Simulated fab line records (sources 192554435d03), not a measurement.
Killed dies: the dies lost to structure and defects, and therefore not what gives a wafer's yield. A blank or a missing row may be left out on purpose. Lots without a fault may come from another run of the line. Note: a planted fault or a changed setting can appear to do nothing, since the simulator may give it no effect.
Comparing a struck lot with a sound one -- flow n5Finfet -- 19 steps out of a route of 1938
Sound: wafers L924.1, L924.4, L924.6. The struck wafers were L935.2, L935.3, L935.4. The cause is given at the end.
Order at every step that has rows: each side's tool, ch and its chambers, its first start. Under that, the readings that differ: sound wafers -- struck wafers -- difference of the means -- sigmas: that difference in standard deviations of wafers without a fault.
alike: readings with means less than 2 such deviations apart, plus words and numbers identical on both sides. not compared: withheld readings, readings lacking a value on some wafer, bounds such as >300 that could conceal the same value, and numbers that have no deviation in the record and whose values overlap.
The two part at a step that has a row with sigmas, a row that says differs or no value, or rows on one side only. When numbers do not overlap yet have no deviation, they are printed without sigmas and do not part them. Lack of a reading on every wafer of one side parts them only where that side has two or more wafers.

N5_BEOL_M10_ETCH_61: etches SiARC in CF4, target depth 39 nm, time 65 s.
  sound on rieDiel-06 ch 1,2, day 13 02:08; struck on rieDiel-05 ch 0,2,3, day 16 21:34
  alike: drypumpMotorCurrentA, etchRfOnTimeS, oesProductAu, rfVppV, showerheadPlenumPTorr, throttleValvePct
  not compared: rfHoursCounterH
N5_BEOL_M10_ETCH_62: etches SOC in N2/H2, target depth 110 nm, overetch 22 nm, time 165 s.
  sound on rieDiel-06 ch 1,2, day 13 02:11; struck on rieDiel-05 ch 0,2,3, day 16 21:37
  alike: drypumpMotorCurrentA, oesProductAu, rfVppV, showerheadPlenumPTorr, tempC, throttleValvePct
  not compared: rfHoursCounterH
then, 1 step without rows for these wafers: N5_BEOL_M10_STRIP_68 (strips in N2/H2).
N5_BEOL_M10_STRIP_67: strips in CF4.
  sound on rieDiel-06 ch 1,2, day 13 02:19; struck on rieDiel-05 ch 0,2,3, day 16 21:45
  alike: biasPowerW, drypumpMotorCurrentA, oesProductAu, rfVppV, showerheadPlenumPTorr, throttleValvePct
  not compared: rfHoursCounterH
N5_BEOL_M10_HM_OPEN_17: chemistry Cl2/BCl3, target TiN, target depth 20 nm, overetch 6 nm.
  sound on rieMetal-03 ch 1, day 13 02:22; struck on rieMetal-01 ch 0,1, day 16 21:47
reading,sound,struck,difference,sigmas
throttleValvePct (%),22.49 22.49 22.51,21.95 22.07 21.92,-0.52,-3
  alike: drypumpMotorCurrentA, oesProductAu
  not compared: rfHoursCounterH
N5_BEOL_M10_STRIP_19: strips in O2.
  sound on rieDiel-06 ch 0,1,3, day 13 02:35; struck on rieDiel-06 ch 0,2,3, day 16 21:58
  alike: drypumpMotorCurrentA, o2FlowSccm, oesProductAu, rfVppV, showerheadPlenumPTorr, tempC, throttleValvePct
  not compared: rfHoursCounterH
N5_BEOL_M10_CD_MEAS_18: pitch 140 nm, target cd 70 nm.
  struck on cdSem-01, day 16 22:02; sound on cdSem-01, day 13 02:39
  alike: cdNm
then, 5 steps without rows for these wafers: N5_BEOL_M10_COAT_63 (time 60 s, resist thk 100 nm); N5_BEOL_M10_COAT_64 (time 60 s, resist thk 30 nm); N5_BEOL_M10_COAT_22 (resist thk 90 nm); N5_BEOL_M10_EBR_24; N5_BEOL_M10_SOFTBAKE_23 (time 60 s).
N5_BEOL_M10_EXPOSE_25: exposes mask V9.
  sound on arfiScanner-03 ch 0, day 13 02:49; struck on arfiScanner-03 ch 0, day 16 22:53
reading,sound,struck,difference,sigmas
model.BEOL_M10.overlayXNm (nm),0.4 0.4 0.4,7.2 7.2 7.2,+6.8,
  alike: mask
then, 2 steps without rows for these wafers: N5_BEOL_M10_PEB_26 (peb time 60 s); N5_BEOL_M10_DEVELOP_27 (develop time 30 s).
N5_BEOL_M10_CD_MEAS_28: target cd 70 nm.
  sound on cdSem-01 ch 0, day 13 02:58; struck on cdSem-02 ch 0, day 16 23:00
  alike: cdNm
N5_BEOL_M10_OVL_MEAS_29:
  sound on overlay-01 ch 0, day 13 02:59; struck on overlay-01 ch 0, day 16 23:05
reading,sound,struck,difference,sigmas
V9_OVL (nm),1.8 0.1 1.1,6.4 6.2 6.8,+5.5,+8
N5_BEOL_M10_INSPECT_30: inspects for defects (brightfield).
  struck on defectInspect-02, day 16 23:07; sound on defectInspect-01, day 13 03:01
  alike: rawDefectCount
-- a jump in the record: the struck wafers' starts before and after are 2 days apart (it breaks off in module BEOL_M10 and resumes in module PASSIVATION, where the first step shown is number 1936 of the route) --
N5_PASSIVATION_PROBE_49:
  rows exist in the record for the struck wafers here (prober-02, day 19 01:15), but not for the sound ones

== WHERE THEY PART ==
First at N5_BEOL_M10_HM_OPEN_17; last, within this record, at N5_PASSIVATION_PROBE_49.

WHY: what had been put in by the simulator
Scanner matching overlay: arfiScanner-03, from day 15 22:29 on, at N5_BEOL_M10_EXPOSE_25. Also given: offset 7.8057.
